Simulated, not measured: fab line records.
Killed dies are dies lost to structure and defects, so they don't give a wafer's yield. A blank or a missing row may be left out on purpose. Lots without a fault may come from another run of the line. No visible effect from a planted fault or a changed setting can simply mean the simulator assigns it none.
2 desks, one fault :: flow nand harc :: every desk sees just its own numbers, and what lay behind them comes last

== THE METROLOGY DESK ==
Lot by lot, what the gauges showed, no matter which tool ran the lot: averages of those sampled wafers that carry a number. Marked OUT: a lot whose mean sits more than 4 standard deviations from the usual mean, which makes it out of limits; the brackets give that distance.
Columns: A = thk nm at NHARC_A_SGD_CUT_THK_MEAS_22, usual 147.9 nm
lot: L183
first seen here: day 19 18:46
A: 147.1

lot: L187
first seen here: day 20 15:43
A: 149.2

lot: L185
first seen here: day 20 15:51
A: 147.9

lot: L189
first seen here: day 21 12:55
A: 146.8

lot: L192
first seen here: day 23 06:44
A: 145.2

lot: L193
first seen here: day 23 14:31
A: 141.2 (-4.8) OUT

lot: L195
first seen here: day 23 21:34
A: 145.4

lot: L199
first seen here: day 26 08:51
A: 148.1

lot: L200
first seen here: day 26 16:02
A: 148.3

lot: L202
first seen here: day 27 09:16
A: 148.5

lot: L203
first seen here: day 27 09:16
A: 150.0

lot: L204
first seen here: day 28 23:32
A: 147.8

lot: L206
first seen here: day 29 18:28
A: 149.3
This desk finds L193 out of limits, L193 being first, at day 23 14:31 (thk nm at NHARC_A_SGD_CUT_THK_MEAS_22). L183, L187, L185, L189, L192, L195, L199, L200, L202, L203, L204, L206 stayed within limits.

== THE DEFECT DESK ==
For each lot, the counts of the inspections along the route, averaged over the sampled wafers that have a number. Marked OUT: a lot whose mean sits more than 4 standard deviations from the usual mean, which makes it out of limits; the brackets give that distance.
Columns: A = raw defect count at NHARC_A_STAIRCASE_INSPECT_155, usual 441
lot: L183
first seen here: day 19 07:40
A: 322

lot: L187
first seen here: day 20 08:37
A: 390

lot: L185
first seen here: day 20 11:29
A: 412

lot: L189
first seen here: day 21 05:53
A: 478

lot: L192
first seen here: day 22 23:41
A: 484

lot: L193
first seen here: day 23 07:31
A: 231

lot: L195
first seen here: day 23 13:53
A: 411

lot: L199
first seen here: day 25 23:28
A: 581

lot: L200
first seen here: day 26 06:58
A: 618

lot: L203
first seen here: day 27 01:39
A: 286

lot: L202
first seen here: day 27 01:42
A: 491

lot: L204
first seen here: day 28 16:22
A: 417

lot: L206
first seen here: day 29 09:44
A: 388
This desk found nothing out of limits on any of the 13 lots.

== PUT TOGETHER ==
The metrology desk could have raised an alarm at day 23 14:31, on L193.
No out-of-limits result turned up at the defect desk.
The defect desk has L193 on record, within its limits.
Of the lots named, all ran NHARC_A_SGD_CUT_DEP_20 on fcvd-01.

== WHAT WAS PUT IN BY THE SIMULATOR ==
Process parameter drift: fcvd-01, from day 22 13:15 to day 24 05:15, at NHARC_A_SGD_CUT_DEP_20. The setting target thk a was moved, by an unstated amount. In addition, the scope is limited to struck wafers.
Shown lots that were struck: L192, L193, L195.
Delay in hours, fault start to first out-of-limits reading, per desk: metrology desk 25.
